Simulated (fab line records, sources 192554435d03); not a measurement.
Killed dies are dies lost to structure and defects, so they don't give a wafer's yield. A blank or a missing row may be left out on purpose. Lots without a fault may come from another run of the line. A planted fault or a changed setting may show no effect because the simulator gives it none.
A struck lot beside a sound one | flow n5_finfet | 24 steps out of a route of 1938
Sound: wafers L748.1, L748.3, L748.4. Struck: wafers L755.3, L755.5, L755.6. The cause comes at the end.
At each step with rows: each side's tool, then ch and its chambers, then its first start. Under that, the readings that differ: sound wafers | struck wafers | difference of the means | sigmas: that difference in standard deviations of wafers without a fault.
alike: readings whose means differ by less than 2 such deviations, and words and numbers that are the same on both sides. not compared: withheld readings, readings that some wafer has no value for, bounds like >300 that may hide the same value, and numbers for which the record gives no deviation and whose values overlap.
The two part at a step that has a row with sigmas, a row that says differs or no value, or rows on one side only. Numbers that don't overlap but have no deviation are shown without sigmas and don't part them. A reading that every wafer of one side lacks parts them only if that side has two wafers or more.

first, 11 steps without rows for these wafers: N5_BEOL_M13_VIA_ETCH_16 (etches SiOC in C4F8/O2/Ar, target depth 921.7 nm); N5_BEOL_M13_STRIP_63 (strips in N2/H2); N5_BEOL_M13_STRIP_64 (strips in N2/H2); N5_BEOL_M13_STRIP_71 (strips in post etch residue remover, time 60 s); N5_BEOL_M13_SRD_72 (time 30 s, dry time 30 s); N5_BEOL_M13_COAT_65 (time 60 s, resist thk 350 nm); N5_BEOL_M13_COAT_66 (time 60 s, resist thk 110 nm); N5_BEOL_M13_COAT_22 (resist thk 300 nm); N5_BEOL_M13_EBR_24; N5_BEOL_M13_SOFTBAKE_23 (time 60 s); N5_BEOL_M13_EXPOSE_25 (exposes mask M13, target cd 210 nm).
N5_BEOL_M13_PEB_26: peb time 90 s.
  sound on litho_track-01 ch 0, day 13 19:23; struck on litho_track-01 ch 0, day 16 23:07
  alike: plate_temp_C
then, 2 steps without rows for these wafers: N5_BEOL_M13_DEVELOP_27 (develop time 45 s); N5_BEOL_M13_HARDBAKE_32 (time 120 s).
N5_BEOL_M13_CD_MEAS_28: target cd 209.5 nm.
  sound on cd_sem-03 ch 0, day 13 19:31; struck on cd_sem-03 ch 0, day 16 23:14
  reading    | sound             | struck            | difference | sigmas
  cd_nm (nm) | 208.9 208.8 210.4 | 212.1 211.5 212.8 | +2.8       | +3
N5_BEOL_M13_DESCUM_33: chemistry O2, time 7.9 s.
  sound on rie_diel-02 ch 1,3, day 13 19:53; struck on rie_diel-01 ch 0,2,3, day 16 23:19
  reading                   | sound           | struck          | difference | sigmas
  model.BEOL_M13.cd_nm (nm) | 209 208.6 210.2 | 212.2 211.2 213 | +2.9       |
  alike: drypump_motor_current_A, o2_flow_sccm, oes_product_au, rf_vpp_V, showerhead_plenum_p_Torr, throttle_valve_pct
  not compared: rf_hours_counter_h
then, 6 steps without rows for these wafers: N5_BEOL_M13_ETCH_67 (etches SiARC in CF4, target depth 143 nm, time 238.3 s); N5_BEOL_M13_ETCH_68 (etches SOC in N2/H2, time 355 s); N5_BEOL_M13_STRIP_69 (strips in N2/H2); N5_BEOL_M13_TRENCH_ETCH_34 (etches SiOC in C4F8/O2/Ar, target depth 413.47 nm, time 162.6 s); N5_BEOL_M13_STRIP_70 (strips in C4F8/O2/Ar); N5_BEOL_M13_STRIP_37 (strips in N2/H2).
N5_BEOL_M13_ETCH_38: etches SiCN in CF4/N2, target depth 67.5 nm, time 71.9 s.
  sound on rie_diel-01 ch 0,1,3, day 13 20:38; struck on rie_diel-04 ch 0,1,3, day 17 04:29
  alike: drypump_motor_current_A, oes_product_au, rf_vpp_V, showerhead_plenum_p_Torr, throttle_valve_pct
  not compared: rf_hours_counter_h, model.BEOL_M13.cd_nm
then, 1 step without rows for these wafers: N5_BEOL_M13_PRECLEAN_39 (cleans in residue remover, time 60 s).

WHERE THEY PART
Only at N5_BEOL_M13_CD_MEAS_28, within this record. Later steps at which nothing parts them and some readings are alike: N5_BEOL_M13_DESCUM_33, N5_BEOL_M13_ETCH_38.

WHY: what the simulator had put in
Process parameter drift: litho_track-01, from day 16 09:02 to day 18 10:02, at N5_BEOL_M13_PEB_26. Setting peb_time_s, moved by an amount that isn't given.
